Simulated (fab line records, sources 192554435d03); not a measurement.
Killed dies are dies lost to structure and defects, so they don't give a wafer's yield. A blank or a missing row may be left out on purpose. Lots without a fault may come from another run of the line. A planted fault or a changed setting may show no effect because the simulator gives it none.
fab line records | flow n5_finfet
record lots=5 wafers=15 last_day=17
route steps=1938 shown BEOL_M6@1212 PASSIVATION@1936
lots that met no fault: from a run of the same line without faults
start_h: hours from the record's first day to the start of the lot's first wafer shown | wait_h: hours since the lot's step before | " the same as in the row above | L1.1+2: a row that stands for several wafers | - no value, or no start given | * or withheld: withheld | < > ~ a bound
route shown NAME@n: a module of which the file shows steps, and the number in the route of the first | usual: mean/standard deviation of fault-free wafers | same: alike in all rows | chamber/n: place in a boat | sites: the reading at each site | _std_site: their standard deviation | _edge_site: outer sites' mean less inner sites' | radius_mm: how far each site lies from the wafer's centre | mask NAME#n: copy n | behind: the tool/chamber that last shaped the wafer | hold: why the lot was held/for how many hours/how that ended | device: the transistor (n, p or np) that didn't switch | end of line: the same wafers' tests at the end of the route | a step without rows: its recipe alone | killed: dies lost to structure and defects at the first sort, not the wafer's yield | map: a wafer's dies, x killed, . not, _ none there
set.NAME: the setting as run; set.NAME@STEP: as run at that earlier step | model.NAME: the simulator's own value behind a step, which no gauge read
lots at some steps of the route; a table a step, a row a wafer
services: from which hour (start_h, from the record's first day; less than 0 if before it) a tool's chamber was out of use, for how many hours, and why
## steps
# step N5_BEOL_M6_ETCH_62
# recipe chemistry=N2/H2 target=SOC target_depth_a=1100 overetch_a=220 mask_material=SiARC temp_c=40 time_s=165 ion_energy_ev=200 pressure_mtorr=30 source_w=840 bias_w=150 n2_flow_sccm=200 h2_flow_sccm=200
# usual drypump_motor_current_A=5.6/0.54 oes_product_au=0.69/0.063 rf_vpp_V=524.4/2.2 showerhead_plenum_p_Torr=2.56/0.077 throttle_valve_pct=17.79/0.22
# columns lot.wafer tool chamber start_h wait_h drypump_motor_current_A oes_product_au rf_hours_counter_h rf_vpp_V showerhead_plenum_p_Torr throttle_valve_pct
L783.2 rie_diel-02 1 203.69 0.0 6.7 0.77 35 523.0 2.49 17.68
L783.4 " 3 " " 5.9 0.73 51 528.3 2.70 17.61
L783.6 " 3 " " 5.9 0.74 - 527.7 2.70 17.60
L792.1 rie_diel-02 2 257.65 0.0 5.0 0.65 124 524.4 2.56 18.07
L792.4 " 3 " " 5.9 0.73 61 528.6 2.69 17.64
L792.5 " 0 " " 5.0 0.77 - 529.1 2.71 17.67
L793.2 rie_diel-02 2 271.25 0.0 5.0 0.65 130 524.3 2.55 18.08
L793.5 " 1 " " 6.7 0.74 - 522.3 2.48 17.70
L793.6 " 0 " " 5.0 0.76 - 527.9 2.70 17.67
L799.3 rie_diel-06 1 312.51 0.0 5.3 0.70 61 525.6 2.58 17.82
L799.4 " 2 " " 6.1 0.67 97 521.7 2.46 17.84
L799.5 " 3 " " 5.0 0.79 - 521.9 2.50 17.73
L802.3 rie_diel-04 3 316.01 0.0 5.5 0.63 167 523.6 2.53 17.96
L802.4 " 1 " " 5.5 0.58 - 523.8 2.50 18.11
L802.6 " 3 " " 5.5 0.63 - 525.3 2.53 17.95
# step N5_BEOL_M6_STRIP_68
# recipe chemistry=N2/H2 temp_c=40 n2_flow_sccm=200 h2_flow_sccm=200 rf_frequency_hz=6e+07
# step N5_BEOL_M6_STRIP_67
# recipe chemistry=CF4 resist=SiARC power_w=300 bias_power_w=75 pressure_mtorr=50 cf4_flow_sccm=150 rf_frequency_hz=6e+07
# usual drypump_motor_current_A=5.6/0.54 oes_product_au=0.81/0.076 rf_vpp_V=271.3/1.5 showerhead_plenum_p_Torr=1.80/0.053 throttle_valve_pct=13.50/0.21
# columns lot.wafer tool chamber start_h wait_h drypump_motor_current_A oes_product_au rf_hours_counter_h rf_vpp_V showerhead_plenum_p_Torr throttle_valve_pct
L783.2 rie_diel-02 1 203.83 0.0 6.7 0.90 35 270.5 1.75 13.33
L783.4 " 3 " " 5.9 0.87 51 275.1 1.89 13.32
L783.6 " 3 " " 5.9 0.88 - 272.4 1.90 13.31
L792.1 rie_diel-02 2 257.80 0.0 4.9 0.77 124 270.0 1.80 13.76
L792.4 " 3 " " 5.9 0.86 61 273.1 1.89 13.34
L792.5 " 0 " " 5.0 0.91 - 271.8 1.90 13.39
L793.2 rie_diel-02 2 271.40 0.0 5.0 0.77 130 270.3 1.80 13.79
L793.5 " 1 " " 6.7 0.89 - 271.6 1.74 13.36
L793.6 " 0 " " 5.0 0.89 - 273.6 1.90 13.39
L799.3 rie_diel-06 1 312.66 0.0 5.3 0.84 61 270.7 1.81 13.56
L799.4 " 2 " " 6.1 0.79 97 270.6 1.73 13.54
L799.5 " 3 " " 5.0 0.93 - 270.3 1.76 13.35
L802.3 rie_diel-04 3 316.16 0.0 5.5 0.74 167 272.0 1.79 13.69
L802.4 " 1 " " 5.5 0.69 - 271.7 1.76 13.82
L802.6 " 3 " " 5.5 0.74 - 269.6 1.79 13.67
# step N5_BEOL_M6_HM_OPEN_17
# recipe chemistry=Cl2/BCl3 target_depth_a=200 overetch_a=60 target=TiN mask_material=SOC ion_energy_ev=150 pressure_mtorr=10 icp_w=1000 bias_w=126 Cl2_flow_sccm=53.25 bcl3_flow_sccm=21.75 Ar_flow_sccm=25
# usual drypump_motor_current_A=6.00/0.22 he_backside_leak_sccm=3.5/0.4 oes_product_au=0.66/0.1 throttle_valve_pct=22.25/0.19
# columns lot.wafer tool chamber start_h wait_h drypump_motor_current_A he_backside_leak_sccm oes_product_au rf_hours_counter_h throttle_valve_pct
L783.2 rie_metal-02 0 203.87 0.0 6.10 3.3 0.53 133 22.62
L783.4 " 1 " " 5.82 3.4 0.63 - 22.18
L783.6 " 1 " " 5.82 3.4 0.62 - 22.20
L792.1 rie_metal-02 1 257.84 0.0 5.82 3.4 0.61 63 22.22
L792.4 " 0 " " 6.05 3.3 0.83 - 22.36
L792.5 " 1 " " 5.82 3.4 0.62 - 22.20
L793.2 rie_metal-03 1 271.44 0.0 6.12 3.5 0.68 32 22.05
L793.5 " 1 " " 6.13 3.5 0.69 - 22.04
L793.6 " 0 " " 5.78 3.2 0.81 - 22.38
L799.3 rie_metal-02 1 312.73 0.1 5.82 3.6 0.61 - 22.22
L799.4 " 0 " " 6.10 3.1 0.78 - 22.35
L799.5 " 1 " " 5.83 3.5 0.61 - 22.22
L802.3 rie_metal-03 1 316.23 0.1 6.18 3.5 0.68 - 22.04
L802.4 " 0 " " 5.78 3.7 0.79 - 22.39
L802.6 " 0 " " 5.81 3.7 0.78 - 22.38
# step N5_BEOL_M6_STRIP_19
# recipe chemistry=O2 power_w=400 temp_c=40 pressure_mtorr=30 rf_frequency_hz=6e+07 bias_power_w=0 overash_fraction=0.2 o2_flow_sccm=225
# usual drypump_motor_current_A=5.6/0.5 oes_product_au=0.80/0.08 rf_vpp_V=3.7/0.67 showerhead_plenum_p_Torr=2.10/0.055 throttle_valve_pct=16.61/0.19
# same overash_fraction=0.2
# columns lot.wafer tool chamber start_h wait_h drypump_motor_current_A oes_product_au rf_hours_counter_h rf_vpp_V showerhead_plenum_p_Torr throttle_valve_pct
L783.2 rie_diel-06 0 204.04 0.1 5.8 0.71 214 4.2 2.06 16.65
L783.4 " 2 " " 6.1 0.84 51 3.8 2.05 16.60
L783.6 " 1 " " 5.3 0.90 - 3.9 2.14 16.64
L792.1 rie_diel-04 3 257.96 0.1 5.5 0.76 142 4.5 2.10 16.72
L792.4 " 1 " " 5.5 0.69 231 3.8 2.07 16.90
L792.5 " 1 " " 5.5 0.69 - 3.5 2.07 16.88
L793.2 rie_diel-02 0 271.74 0.3 5.0 0.88 24 3.7 2.23 16.52
L793.5 " 0 " " 5.0 0.89 - 3.4 2.23 16.51
L793.6 " 3 " " 5.9 0.85 - 2.7 2.21 16.42
L799.3 rie_diel-04 1 312.81 0.1 5.5 0.67 246 2.9 2.06 16.90
L799.4 " 3 " " 5.5 0.74 - 3.2 2.09 16.74
L799.5 " 0 " " 6.2 0.79 - 4.6 2.11 16.28
L802.3 rie_diel-02 0 316.31 0.1 5.0 0.86 40 3.4 2.22 16.57
L802.4 " 2 " " 4.9 0.75 144 3.5 2.09 16.88
L802.6 " 3 " " 5.9 0.83 - 4.2 2.21 16.45
# step N5_BEOL_M6_CD_MEAS_18
# recipe pitch_nm=80 target_cd_nm=40
# usual cd_nm=40.0/0.44
# columns lot.wafer tool chamber start_h wait_h cd_nm
L783.2 cd_sem-03 - 204.11 0.1 39.5
L783.4 " - " " 40.8
L783.6 " - " " 40.2
L792.1 cd_sem-01 - 258.03 0.0 39.7
L792.4 " - " " 40.2
L792.5 " - " " 40.4
L793.2 cd_sem-02 - 271.81 0.1 40.0
L793.5 " - " " 40.0
L793.6 " - " " 39.9
L799.3 cd_sem-03 - 312.89 0.1 40.7
L799.4 " - " " 40.3
L799.5 " - " " 40.2
L802.3 cd_sem-02 - 316.39 0.1 39.9
L802.4 " - " " 40.6
L802.6 " - " " 40.4
# step N5_BEOL_M6_COAT_63
# recipe resist=SOC temp_c=250 time_s=60 spin_rpm=1500 resist_thk_nm=60
# step N5_BEOL_M6_COAT_64
# recipe resist=SiARC temp_c=220 time_s=60 spin_rpm=1500 resist_thk_nm=12
# step N5_BEOL_M6_COAT_71
# recipe resist=underlayer temp_c=205 time_s=60 spin_rpm=1500 resist_thk_nm=5
# step N5_BEOL_M6_COAT_22
# recipe resist=CAR-EUV spin_rpm=1500 resist_thk_nm=30
# step N5_BEOL_M6_EBR_24
# recipe solvent=PGMEA ebr_width_mm=1.5
# step N5_BEOL_M6_SOFTBAKE_23
# recipe temp_c=110 time_s=60 resist=CAR-EUV
# step N5_BEOL_M6_EXPOSE_25
# recipe mask_id=V5 na=0.33 source_shape=annular sigma_inner=0.4 sigma_outer=0.8 polarization=unpolarized target_cd_nm=40 dose_mj=45
# usual exposure_dose_mJ_cm2=44.98/0.048
# columns lot.wafer tool chamber start_h wait_h mask exposure_dose_mJ_cm2
L783.2 euv_scanner-01 0 205.40 - V5#0 44.97
L783.4 " 0 " " V5#0 45.01
L783.6 " 0 " " V5#0 44.94
L792.1 euv_scanner-02 0 259.43 - V5#0 44.42
L792.4 " 0 " " V5#0 44.43
L792.5 " 0 " " V5#0 44.44
L793.2 euv_scanner-01 0 272.02 - V5#0 44.91
L793.5 " 0 " " V5#0 44.94
L793.6 " 0 " " V5#0 44.97
L799.3 euv_scanner-01 0 314.70 - V5#0 44.90
L799.4 " 0 " " V5#0 44.92
L799.5 " 0 " " V5#0 44.95
L802.3 euv_scanner-02 0 316.62 - V5#0 45.04
L802.4 " 0 " " V5#0 44.95
L802.6 " 0 " " V5#0 45.04
# step N5_BEOL_M6_PEB_26
# recipe peb_temp_c=100 peb_time_s=60 resist=CAR-EUV
# step N5_BEOL_M6_DEVELOP_27
# recipe develop_time_s=30 developer=TMAH resist=CAR-EUV rinse_liquid=surfactant_rinse dry=air_spin dev_temp_c=23
# step N5_BEOL_M6_CD_MEAS_28
# recipe target_cd_nm=40 landing_energy_ev=500 detector=se_inlens
# usual cd_nm=40.04/0.23
# columns lot.wafer tool chamber start_h wait_h cd_nm
L783.2 cd_sem-03 0 205.52 - 40.23
L783.4 " 0 " " 40.22
L783.6 " 0 " " 39.99
L792.1 cd_sem-03 0 259.57 - 41.69
L792.4 " 0 " " 39.76
L792.5 " 0 " " 40.88
L793.2 cd_sem-03 0 272.14 - 39.94
L793.5 " 0 " " 40.21
L793.6 " 0 " " 39.72
L799.3 cd_sem-02 0 314.83 - 40.18
L799.4 " 0 " " 39.99
L799.5 " 0 " " 40.07
L802.3 cd_sem-01 0 316.74 - 39.99
L802.4 " 0 " " 40.19
L802.6 " 0 " " 40.13
# step N5_BEOL_M6_OVL_MEAS_29
# recipe points_per_wafer=522
# usual V5_OVL=0.5/0.68
# columns lot.wafer tool chamber start_h wait_h V5_OVL[nm]
L783.2 overlay-01 0 205.56 0.0 0.1
L783.4 " 0 " " 0.1
L783.6 " 0 " " 1.7
L792.1 overlay-01 0 259.60 0.0 0.9
L792.4 " 0 " " 0.8
L792.5 " 0 " " 0.5
L793.2 overlay-02 0 272.18 0.0 0.3
L793.5 " 0 " " 1.2
L793.6 " 0 " " 0.4
L799.3 overlay-01 0 314.87 0.0 1.1
L799.4 " 0 " " 0.5
L799.5 " 0 " " 1.0
L802.3 overlay-01 0 316.83 0.1 0.0
L802.4 " 0 " " -1.3
L802.6 " 0 " " -0.3
# step N5_BEOL_M6_INSPECT_30
# recipe mode=adi inspect_instrument=brightfield
# usual raw_defect_count=371/86
# columns lot.wafer tool chamber start_h wait_h raw_defect_count
L783.2 defect_inspect-01 - 205.61 0.0 379
L783.4 " - " " 285
L783.6 " - " " 286
L792.1 defect_inspect-02 - 259.66 0.1 347
L792.4 " - " " 278
L792.5 " - " " 335
L793.2 defect_inspect-01 - 272.23 0.0 355
L793.5 " - " " 265
L793.6 " - " " 233
L799.3 defect_inspect-02 - 314.92 0.0 571
L799.4 " - " " 364
L799.5 " - " " 574
L802.3 defect_inspect-01 - 316.89 0.1 332
L802.4 " - " " 302
L802.6 " - " " 290
# step N5_BEOL_M6_DESCUM_33
# recipe chemistry=O2 time_s=7 source_power_w=50 bias_power_w=20 pressure_mtorr=20 rf_frequency_hz=2.712e+07 temp_c=40 resist=CAR-EUV o2_flow_sccm=225
# usual drypump_motor_current_A=5.6/0.57 oes_product_au=0.82/0.082 rf_vpp_V=243.3/1.2 showerhead_plenum_p_Torr=2.10/0.063 throttle_valve_pct=20.37/0.18
# columns lot.wafer tool chamber start_h wait_h drypump_motor_current_A oes_product_au rf_hours_counter_h rf_vpp_V showerhead_plenum_p_Torr throttle_valve_pct model.BEOL_M6.cd_nm
L783.2 rie_diel-04 0 205.65 0.0 6.2 0.83 63 243.9 2.13 19.94 40
L783.4 " 1 " " 5.5 0.71 207 241.9 2.07 20.60 40
L783.6 " 2 " " 5.2 0.89 - 243.1 2.11 20.08 40
L792.1 rie_diel-02 2 259.69 0.0 4.9 0.78 124 243.7 2.10 20.62 41.8
L792.4 " 0 " " 5.0 0.91 18 246.1 2.23 20.29 40
L792.5 " 1 " " 6.6 0.90 - 242.2 2.05 20.30 41
L793.2 rie_diel-02 1 272.27 0.0 6.7 0.88 49 242.8 2.04 20.32 39.8
L793.5 " 1 " " 6.7 0.89 - 242.2 2.04 20.32 39.8
L793.6 " 0 " " 5.0 0.90 - 244.7 2.22 20.29 39.8
L799.3 rie_diel-04 3 315.04 0.1 5.5 0.74 166 243.5 2.09 20.51 40
L799.4 " 1 " " 5.5 0.68 - 244.4 2.06 20.65 39.8
L799.5 " 3 " " 5.5 0.75 - 242.1 2.09 20.49 40.2
L802.3 rie_diel-04 3 317.00 0.1 5.5 0.74 167 243.3 2.09 20.50 40.4
L802.4 " 2 " " 5.2 0.84 92 243.5 2.10 20.15 40.2
L802.6 " 1 " " 5.5 0.67 - 241.3 2.06 20.65 40.4
# step N5_BEOL_M6_ETCH_72
# recipe chemistry=N2/H2 target=underlayer target_depth_a=65 mask_material=CAR-EUV time_s=5.2 ion_energy_ev=200 pressure_mtorr=30 source_w=840 bias_w=150 n2_flow_sccm=200 h2_flow_sccm=200 ends=cleared
# step N5_BEOL_M6_ETCH_65
# recipe chemistry=CF4 target=SiARC target_depth_a=156 mask_material=CAR-EUV time_s=26 ion_energy_ev=80 pressure_mtorr=40 source_w=545 bias_w=36 Ar_flow_sccm=100 cf4_flow_sccm=100 ends=cleared
# usual drypump_motor_current_A=5.6/0.57 etch_rf_on_time_s=25.9/0.41 oes_product_au=0.70/0.068 rf_vpp_V=184.2/1 showerhead_plenum_p_Torr=2.15/0.064 throttle_valve_pct=15.54/0.18
# columns lot.wafer tool chamber start_h wait_h drypump_motor_current_A etch_rf_on_time_s oes_product_au rf_hours_counter_h rf_vpp_V showerhead_plenum_p_Torr throttle_valve_pct
L783.2 rie_diel-04 0 205.70 0.0 6.2 25.7 0.71 63 184.5 2.18 15.14
L783.4 " 1 " " 5.5 26.1 0.61 207 184.1 2.11 15.74
L783.6 " 2 " " 5.1 25.1 0.77 - 183.9 2.18 15.32
L792.1 rie_diel-02 2 259.74 0.0 5.0 25.5 0.66 124 184.1 2.15 15.78
L792.4 " 0 " " 5.0 26.1 0.77 18 185.5 2.28 15.46
L792.5 " 1 " " 6.7 25.6 0.76 - 184.5 2.08 15.37
L793.2 rie_diel-02 1 272.32 0.0 6.7 25.6 0.76 49 182.7 2.08 15.39
L793.5 " 1 " " 6.7 25.6 0.76 - 183.5 2.08 15.38
L793.6 " 0 " " 5.0 26.3 0.76 - 185.5 2.27 15.48
L799.3 rie_diel-04 3 315.10 0.0 5.5 25.5 0.64 166 183.1 2.14 15.70
L799.4 " 1 " " 5.5 26.1 0.59 - 182.7 2.10 15.82
L799.5 " 3 " " 5.5 25.4 0.65 - 183.4 2.14 15.71
L802.3 rie_diel-04 3 317.05 0.0 5.5 25.7 0.63 167 184.1 2.14 15.69
L802.4 " 2 " " 5.2 25.2 0.72 92 183.9 2.16 15.41
L802.6 " 1 " " 5.5 26.3 0.58 - 184.3 2.10 15.82
# step N5_BEOL_M6_ETCH_66
# recipe chemistry=N2/H2 target=SOC target_depth_a=800 overetch_a=160 mask_material=SiARC temp_c=40 time_s=120 ion_energy_ev=200 pressure_mtorr=30 source_w=840 bias_w=150 n2_flow_sccm=200 h2_flow_sccm=200
# step N5_BEOL_M6_STRIP_69
# recipe chemistry=N2/H2 temp_c=40 n2_flow_sccm=200 h2_flow_sccm=200 rf_frequency_hz=6e+07
# step N5_BEOL_M6_STRIP_73
# recipe chemistry=N2/H2 temp_c=40 n2_flow_sccm=200 h2_flow_sccm=200 rf_frequency_hz=6e+07
# step N5_BEOL_M6_VIA_ETCH_34
# recipe chemistry=C4F6/O2 target=SiCOH_lowk target_depth_a=1263 mask_material=SOC taper_deg=4 time_s=50.9 ion_energy_ev=250 pressure_mtorr=30 source_w=345 bias_w=185 Ar_flow_sccm=300 C4F6_flow_sccm=10 O2_flow_sccm=10
# usual drypump_motor_current_A=5.6/0.57 oes_product_au=0.82/0.081 rf_vpp_V=663/6 showerhead_plenum_p_Torr=2.86/0.084 throttle_valve_pct=20.84/0.16
# columns lot.wafer tool chamber start_h wait_h drypump_motor_current_A oes_product_au rf_hours_counter_h rf_vpp_V showerhead_plenum_p_Torr throttle_valve_pct model.BEOL_M6.cd_nm
L783.2 rie_diel-04 0 205.83 0.0 6.3 0.84 63 674 2.90 20.47 40
L783.4 " 1 " " 5.5 0.71 207 659 2.81 20.97 40
L783.6 " 2 " " 5.1 0.89 - 665 2.90 20.68 40.2
L792.1 rie_diel-02 2 259.87 0.0 4.9 0.77 124 661 2.84 21.05 41.8
L792.4 " 0 " " 5.0 0.90 18 665 3.03 20.83 40.2
L792.5 " 1 " " 6.7 0.89 - 656 2.77 20.69 41
L793.2 rie_diel-02 1 272.45 0.0 6.7 0.89 50 653 2.77 20.70 39.6
L793.5 " 1 " " 6.7 0.88 - 654 2.77 20.70 39.8
L793.6 " 0 " " 5.0 0.88 - 665 3.03 20.85 39.6
L799.3 rie_diel-04 3 315.23 0.0 5.5 0.75 166 671 2.85 21.01 40
L799.4 " 1 " " 5.5 0.67 - 657 2.79 21.01 39.8
L799.5 " 3 " " 5.5 0.75 - 671 2.85 21.00 40
L802.3 rie_diel-04 3 317.18 0.0 5.5 0.74 167 671 2.85 21.01 40.2
L802.4 " 2 " " 5.1 0.84 93 665 2.88 20.72 40.6
L802.6 " 1 " " 5.6 0.68 - 658 2.79 21.03 40.4
# step N5_BEOL_M6_STRIP_76
# recipe chemistry=C4F6/O2 resist=SiARC rf_frequency_hz=6e+07
# step N5_PASSIVATION_PROBE_49
# usual defect_limited_yield=91.3/1.3 killed_at_M0_to_M3=33/8.9 killed_at_M4_up=15/5.4 killed_at_contacts=13/5.8 killed_at_front_end=39/9.9 killed_at_other=3.2/2.9 killed_dies=102/15 killed_open=68/12 killed_short=34/7.6 sort_bin_5_function=5.1/0.89 sort_bin_6_memory=3.2/0.63 sort_n_pass=1078/15 sort_yield_pct=91.3/1.3
# same gross_dies=1180 killed_at_back_side=0 sort_bin_4_leakage[%]=0 sort_bin_8_speed[%]=0
# columns lot.wafer tool chamber start_h wait_h defect_limited_yield[%] killed_at_M0_to_M3 killed_at_M4_up killed_at_contacts killed_at_front_end killed_at_other killed_dies killed_open killed_short sort_bin_5_function[%] sort_bin_6_memory[%] sort_n_pass sort_yield_pct[%]
L783.2 prober-02 - 294.43 0.1 92.6 33 10 13 29 2 87 65 22 4.8 2.4 1093 92.6
L783.4 prober-02 - 294.53 0.2 92.5 22 17 4 43 2 88 57 31 4.0 2.9 1092 92.5
L783.6 prober-02 - 294.63 0.3 92.1 27 19 4 42 1 93 61 32 4.3 3.3 1087 92.1
L792.1 prober-02 - 345.26 0.0 91.6 25 8 16 49 1 99 60 37 5.0 2.9 1081 91.6
L792.4 prober-02 - 345.41 0.2 90.8 31 13 5 57 3 109 55 53 5.8 3.3 1071 90.8
L792.5 prober-02 - 345.46 0.2 90.8 45 13 3 44 4 109 66 40 5.3 2.9 1071 90.8
L793.2 prober-02 - 357.25 0.1 91.6 34 16 8 37 4 99 53 44 5.8 2.3 1081 91.6
L793.5 prober-02 - 357.40 0.2 92.4 20 19 6 35 10 90 50 40 5.1 2.1 1090 92.4
L793.6 prober-02 - 357.45 0.3 92.8 24 19 6 34 2 85 50 35 4.2 2.8 1095 92.8
L799.3 prober-02 - 396.71 0.1 91.4 45 10 9 33 4 101 60 41 5.3 3.1 1079 91.4
L799.4 prober-02 - 396.76 0.2 90.7 40 17 19 23 11 110 77 33 4.9 4.2 1070 90.7
L799.5 prober-02 - 396.81 0.2 90.1 49 14 11 42 1 117 82 35 6.1 3.6 1063 90.1
L802.3 prober-02 - 403.96 0.1 92.7 20 7 12 46 1 86 59 27 4.4 2.7 1094 92.7
L802.4 prober-02 - 404.01 0.2 93.1 35 7 7 30 3 82 53 26 4.6 2.2 1098 93.1
L802.6 prober-02 - 404.11 0.3 93.0 23 10 13 35 2 83 47 36 4.2 2.6 1097 93.0
# killed by level:class
L783.2 MOL_CONTACT_COAG:geometric_particle:open=12 BEOL_M0_SAQP:geometric_particle:open=12 BEOL_M0_SAQP:geometric_particle:short=9 STI_FIN_REVEAL:geometric_particle:open=7 BEOL_M3:geometric_particle:open=6 ILD0:geometric_particle:open=5 FIN_SAQP:geometric_particle:open=4 FIN_SAQP:geometric_particle:short=4
L783.4 FIN_SAQP:geometric_particle:short=12 BEOL_M4:geometric_particle:open=7 STI_FIN_REVEAL:geometric_particle:open=6 DUMMY_GATE:geometric_particle:open=6 BEOL_M3:geometric_particle:open=6 FIN_SAQP:geometric_particle:open=5 BEOL_M0_SAQP:geometric_particle:open=5 BEOL_M0_SAQP:geometric_particle:short=5
L783.6 STI_FIN_REVEAL:geometric_particle:open=15 BEOL_M2:geometric_particle:open=9 BEOL_M0_SAQP:geometric_particle:short=7 BEOL_M4:geometric_particle:open=7 STI_FIN_REVEAL:geometric_particle:short=5 BEOL_M3:geometric_particle:open=5 FIN_SAQP:geometric_particle:short=4 ILD0:geometric_particle:short=4
L792.1 MOL_CONTACT_COAG:geometric_particle:open=13 FIN_SAQP:geometric_particle:short=11 STI_FIN_REVEAL:geometric_particle:open=11 FIN_SAQP:geometric_particle:open=10 GATE_CUT:geometric_particle:short=6 BEOL_M0_SAQP:geometric_particle:short=6 BEOL_M0_SAQP:geometric_particle:open=6 GATE_CUT:geometric_particle:open=5
L792.4 FIN_SAQP:geometric_particle:short=23 STI_FIN_REVEAL:geometric_particle:open=11 FIN_SAQP:geometric_particle:open=8 BEOL_M2:geometric_particle:open=8 BEOL_M5:geometric_particle:short=6 BEOL_M0_SAQP:geometric_particle:short=5 BEOL_M0_SAQP:geometric_particle:open=4 BEOL_M1:geometric_particle:open=4
L792.5 FIN_SAQP:geometric_particle:short=13 BEOL_M2:geometric_particle:open=12 FIN_SAQP:geometric_particle:open=11 BEOL_M1:geometric_particle:open=10 STI_FIN_REVEAL:geometric_particle:open=7 BEOL_M0_SAQP:geometric_particle:open=7 BEOL_M0_SAQP:geometric_particle:short=5 GATE_CUT:geometric_particle:short=4
L793.2 BEOL_M0_SAQP:geometric_particle:short=11 FIN_SAQP:geometric_particle:short=8 MOL_CONTACT_COAG:geometric_particle:open=7 GATE_CUT:geometric_particle:short=6 BEOL_M4:geometric_particle:open=6 GATE_CUT:geometric_particle:open=5 STI_FIN_REVEAL:geometric_particle:open=4 BEOL_M0_SAQP:geometric_particle:open=4
L793.5 GATE_CUT:geometric_particle:short=7 MOL_CONTACT_COAG:geometric_particle:open=6 BEOL_M1:geometric_particle:short=6 BEOL_M4:geometric_particle:open=6 BEOL_M0_SAQP:geometric_particle:short=5 FIN_SAQP:geometric_particle:open=4 FIN_SAQP:geometric_particle:short=4 STI_FIN_REVEAL:geometric_particle:open=4
L793.6 GATE_CUT:geometric_particle:short=7 GATE_CUT:geometric_particle:open=7 BEOL_M0_SAQP:geometric_particle:short=7 BEOL_M0_SAQP:geometric_particle:open=5 BEOL_M4:geometric_particle:open=5 BEOL_M5:geometric_particle:open=5 FIN_SAQP:geometric_particle:short=4 BEOL_M0:geometric_particle:open=4
L799.3 BEOL_M0_SAQP:geometric_particle:short=16 FIN_SAQP:geometric_particle:open=13 MOL_CONTACT_COAG:geometric_particle:open=7 BEOL_M0_SAQP:geometric_particle:open=7 BEOL_M1:geometric_particle:open=7 BEOL_M3:geometric_particle:open=6 BEOL_M0:geometric_particle:short=4 STARTING-WAFER:geometric_particle:short=4
L799.4 MOL_CONTACT_COAG:geometric_particle:open=16 BEOL_M0_SAQP:geometric_particle:short=8 BEOL_M0_SAQP:geometric_particle:open=8 BEOL_M1:geometric_particle:open=8 BEOL_M4:geometric_particle:open=7 BEOL_M3:geometric_particle:open=6 DUMMY_GATE:geometric_particle:open=5 BEOL_M2:geometric_particle:open=4
L799.5 BEOL_M1:geometric_particle:open=12 MOL_CONTACT_COAG:geometric_particle:open=9 FIN_SAQP:geometric_particle:open=8 FIN_SAQP:geometric_particle:short=7 BEOL_M3:geometric_particle:open=7 BEOL_M2:geometric_particle:open=7 BEOL_M0_SAQP:geometric_particle:short=6 BEOL_M0_SAQP:geometric_particle:open=6
L802.3 STI_FIN_REVEAL:geometric_particle:open=13 FIN_SAQP:geometric_particle:open=9 MOL_CONTACT_COAG:geometric_particle:open=9 STI_FIN_REVEAL:geometric_particle:short=6 FIN_SAQP:geometric_particle:short=5 BEOL_M0_SAQP:geometric_particle:short=5 BEOL_M1:geometric_particle:open=4 BEOL_M2:geometric_particle:open=4
L802.4 BEOL_M0_SAQP:geometric_particle:open=12 STI_FIN_REVEAL:geometric_particle:open=10 BEOL_M0_SAQP:geometric_particle:short=10 STI_FIN_REVEAL:geometric_particle:short=5 MOL_CONTACT_COAG:geometric_particle:open=5 BEOL_M3:geometric_particle:open=5 BEOL_M1:geometric_particle:open=4 BEOL_M4:geometric_particle:open=4
L802.6 FIN_SAQP:geometric_particle:short=12 MOL_CONTACT_COAG:geometric_particle:open=11 BEOL_M0_SAQP:geometric_particle:open=7 BEOL_M1:geometric_particle:open=7 GATE_CUT:geometric_particle:short=5 BEOL_M0_SAQP:geometric_particle:short=4 BEOL_M4:geometric_particle:open=4 FIN_SAQP:geometric_particle:open=3
## services
# columns tool chamber start_h hours kind
rie_metal-02 1 182.26 13.6 repair
rie_diel-02 3 196.56 2.4 repair
rie_metal-03 0 201.58 16.2 repair
euv_scanner-02 - 212.66 4.6 pm
rie_diel-02 - 217.41 0.9 repair
rie_metal-02 0 218.93 - clean
rie_metal-02 0 218.93 18.7 scheduled_down
rie_metal-02 0 218.93 18.7 vent_cycle
rie_diel-02 - 221.67 28.1 pm
euv_scanner-01 - 229.08 1.0 pm
euv_scanner-02 - 230.09 1.0 pm
euv_scanner-01 0 232.22 - calibration
euv_scanner-02 - 235.97 2.3 repair
rie_diel-06 3 240.20 - clean
rie_diel-06 3 240.20 - consumable_replace:focus_ring
rie_diel-06 3 240.20 19.6 scheduled_down
euv_scanner-02 - 244.51 11.8 repair
rie_diel-04 1 283.96 9.8 repair
euv_scanner-01 - 285.23 1.0 pm
euv_scanner-02 - 286.24 1.0 pm
rie_metal-02 - 290.93 2.8 pm
euv_scanner-02 - 297.97 1.0 repair
euv_scanner-01 - 302.21 4.6 pm
rie_diel-04 2 306.92 9.3 repair
## key
first_sign step=N5_BEOL_M6_EXPOSE_25 reading=exposure_dose_mJ_cm2 direction=down sigmas=11 usual=44.98 struck=44.43
effect step=N5_BEOL_M6_CD_MEAS_28 reading=cd_nm direction=up sigmas=3.2 usual=40.04 struck=40.78 wafers_moved=2 through=control_loop
model_effect step=N5_BEOL_M6_DESCUM_33 value=BEOL_M6.cd_nm without=39.93 struck=40.93
model_effect step=N5_BEOL_M6_VIA_ETCH_34 value=BEOL_M6.cd_nm without=39.93 struck=41
met_at N5_BEOL_M6_EXPOSE_25
struck_wafers L792.1,L792.4,L792.5
loop_trim step=N5_BEOL_M6_EXPOSE_25 setting=dose lots=L792
fault kind=process_parameter_drift tool=euv_scanner-02 chamber=- onset_h=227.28 steps=N5_BEOL_M6_EXPOSE_25 channel=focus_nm offset=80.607 spread_by_wafer=0.3 shape=step end_h=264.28
# loop_trim: a control loop set the setting to another value than it would have without faults
